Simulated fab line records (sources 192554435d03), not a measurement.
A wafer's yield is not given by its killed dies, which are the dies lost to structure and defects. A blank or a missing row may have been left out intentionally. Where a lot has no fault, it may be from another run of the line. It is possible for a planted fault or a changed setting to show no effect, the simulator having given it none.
Split-lot experiment ; flow n5-finfet ; 21 wafers read from 7 lots, route of 1938 steps

== SPLIT DETAILS ==
At N5_HKMG_FIN_COAT_43 (resist thk 90 nm), the setting spin-rpm was moved away from the recipe's 1500 rpm on 5 of the 21 wafers read, by -8.3% to +11.0%. All remaining wafers had this setting at the recipe value.

== FROM THE SPLIT TO THE READING: what the file shows between them, 4 steps ==
- N5_HKMG_FIN_EBR_45
- N5_HKMG_FIN_SOFTBAKE_44: time 60 s
- N5_HKMG_FIN_EXPOSE_46: exposes mask NDIPOLE
- N5_HKMG_FIN_PEB_47: peb time 60 s

== THE READING ==
CAR-ArF_of_HKMG_FIN_COAT_43.thk-nm (the simulator's own value, which no gauge read), in nm, at N5_HKMG_FIN_DEVELOP_48 (develop time 30 s). The file gives no usual value for it. The 16 wafers here that ran the recipe average 88.3 nm, standard deviation 0.25 nm.

wafer;tool, chamber at the split;spin-rpm as run, rpm;against the recipe;CAR-ArF_of_HKMG_FIN_COAT_43.thk-nm, nm;against lot-mates on the recipe
L075.1;litho-track-03, 0;1500;recipe;88.2;-
L075.5;litho-track-03, 0;1500;recipe;88.2;-
L075.6;litho-track-03, 0;1423;-5.1%;90.6;+2.4
L077.2;litho-track-01, 0;1500;recipe;88.4;-
L077.5;litho-track-01, 0;1500;recipe;88.4;-
L077.4;litho-track-01, 0;1500;recipe;88.2;-
L081.2;litho-track-02, 0;1500;recipe;87.8;-
L081.4;litho-track-02, 0;1500;recipe;88.2;-
L081.6;litho-track-02, 0;1500;recipe;88.2;-
L090.4;litho-track-01, 0;1500;recipe;88.2;-
L090.6;litho-track-01, 0;1500;recipe;88.2;-
L090.5;litho-track-01, 0;1500;recipe;88;-
L091.3;litho-track-03, 0;1500;recipe;88.6;-
L091.5;litho-track-03, 0;1500;recipe;88.8;-
L091.6;litho-track-03, 0;1500;recipe;88.4;-
L092.1;litho-track-01, 0;1500;recipe;88.4;-
L092.3;litho-track-01, 0;1665;+11.0%;83.8;-4.6
L092.4;litho-track-01, 0;1665;+11.0%;84;-4.4
L093.1;litho-track-03, 0;1375;-8.3%;92.8;+4.0
L093.3;litho-track-03, 0;1375;-8.3%;92.8;+4.0
L093.6;litho-track-03, 0;1500;recipe;88.8;-

THE FIT
A straight line over all 21 wafers: CAR-ArF_of_HKMG_FIN_COAT_43.thk-nm changes by -0.451 nm for each +1% of spin-rpm; r = -0.99; the points scatter about the line by 0.36 nm.
The same after taking each lot's own level away (the mean of its wafers on the recipe; 21 wafers): -0.437 nm for each +1%; r = -1.00; scatter 0.18 nm.
On that fit, the largest move of spin-rpm shifts the reading by 4.8 nm.
The span of the lots' own levels, 88.07 to 88.80 nm, comes to 2.9 times the standard deviation stated above.
The two slopes agree, so the slope changes little with the lot-to-lot level.
Check: -4.81 nm against its lot-mates is what the line predicts for one of the wafers moved furthest among these (+11.0%) when that wafer is left out of the fit. Against them it came out at -4.6 nm.

== THESE WAFERS: OTHER SPLITS ==
These wafers also went through other splits before the reading. Each is held against what the fit with the lots' levels taken away leaves over:
other split on the same wafers;wafers away from the commonest value;r with CAR-ArF_of_HKMG_FIN_COAT_43.thk-nm (lot level and that fit taken away)
N5_SD_EPI_P_COAT_03 spin-rpm;6;-0.25
N5_SD_EPI_P_DESCUM_14 time-s;11;+0.13

== THE WHOLE CHAIN: every reading that the file lists as answering this split, in the file's order ==
step;what it does;reading;change (the file's fit);r (the file's)
N5_HKMG_FIN_COAT_43;resist thk 90 nm;CAR-ArF_of_HKMG_FIN_COAT_43.thk-nm (the simulator's own value, which no gauge read);-0.45 nm for each +1% of the setting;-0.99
N5_HKMG_FIN_DEVELOP_48;develop time 30 s;CAR-ArF_of_HKMG_FIN_COAT_43.thk-nm (the simulator's own value, which no gauge read);-0.439 nm for each +1% of the setting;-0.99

== FILE'S OWN FIT ==
CAR-ArF_of_HKMG_FIN_COAT_43.thk-nm changes by -0.439 nm for each +1% of spin-rpm, r = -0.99.
